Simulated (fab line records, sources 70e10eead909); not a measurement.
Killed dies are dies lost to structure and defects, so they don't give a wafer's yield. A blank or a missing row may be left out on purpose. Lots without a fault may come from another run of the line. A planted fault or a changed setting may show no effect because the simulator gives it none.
A struck lot beside a sound one | flow nand_harc | 13 steps out of a route of 1302
Sound: wafers L582.3, L582.4, L582.6. Struck: wafers L577.3, L577.4, L577.6. The cause comes at the end.
At each step with rows: each side's tool, then ch and its chambers, then its first start. Under that, the readings that differ: sound wafers | struck wafers | difference of the means | sigmas: that difference in standard deviations of wafers without a fault.
alike: readings whose means differ by less than 2 such deviations, and words and numbers that are the same on both sides. not compared: withheld readings, readings that some wafer has no value for, bounds like >300 that may hide the same value, and numbers for which the record gives no deviation and whose values overlap.
The two part at a step that has a row with sigmas, a row that says differs or no value, or rows on one side only. Numbers that don't overlap but have no deviation are shown without sigmas and don't part them. A reading that every wafer of one side lacks parts them only if that side has two wafers or more.

first, 3 steps without rows for these wafers: NHARC_A_STAIRCASE_STRIP_275 (strips in SPM, time 900 s); NHARC_A_STAIRCASE_PRECLEAN_276 (cleans in SC1); NHARC_A_STAIRCASE_SRD_277.
NHARC_A_STAIRCASE_HM_DEP_459: deposits aC, target thk 1500 nm.
  sound on acl_dep-03 ch 0, day 21 19:17; struck on acl_dep-01 ch 0, day 19 21:29
  alike: throttle_valve_pct
NHARC_A_STAIRCASE_DEP_280: deposits SiON, target thk 30 nm.
  sound on pecvd-02 ch 1,2, day 21 20:35; struck on pecvd-01 ch 0,2, day 19 22:53
  alike: heater_power_w, showerhead_vpp_V
then, 6 steps without rows for these wafers: NHARC_A_STAIRCASE_DEHYDRATE_281 (time 120 s); NHARC_A_STAIRCASE_HMDS_282 (time 30 s); NHARC_A_STAIRCASE_COAT_283; NHARC_A_STAIRCASE_SOFTBAKE_284 (time 170 s); NHARC_A_STAIRCASE_EBR_285; NHARC_A_STAIRCASE_EXPOSE_286 (exposes mask CHOP 100).
NHARC_A_STAIRCASE_PEB_287: peb time 130 s.
  sound on litho_track-07 ch 0, day 21 21:12; struck on litho_track-02, day 19 23:32
  no value came back on the struck wafers for chill_plate_temp_C (C), exhaust_pa (Pa); on the sound wafers chill_plate_temp_C (C) reads 22.96 22.97 22.99
then, 1 step without rows for these wafers: NHARC_A_STAIRCASE_DEVELOP_288 (time 140 s).

WHERE THEY PART
Only at NHARC_A_STAIRCASE_PEB_287, within this record.

WHY: what the simulator had put in
Skipped step whole: litho_track-02, from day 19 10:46 on, at NHARC_A_STAIRCASE_PEB_287. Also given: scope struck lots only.
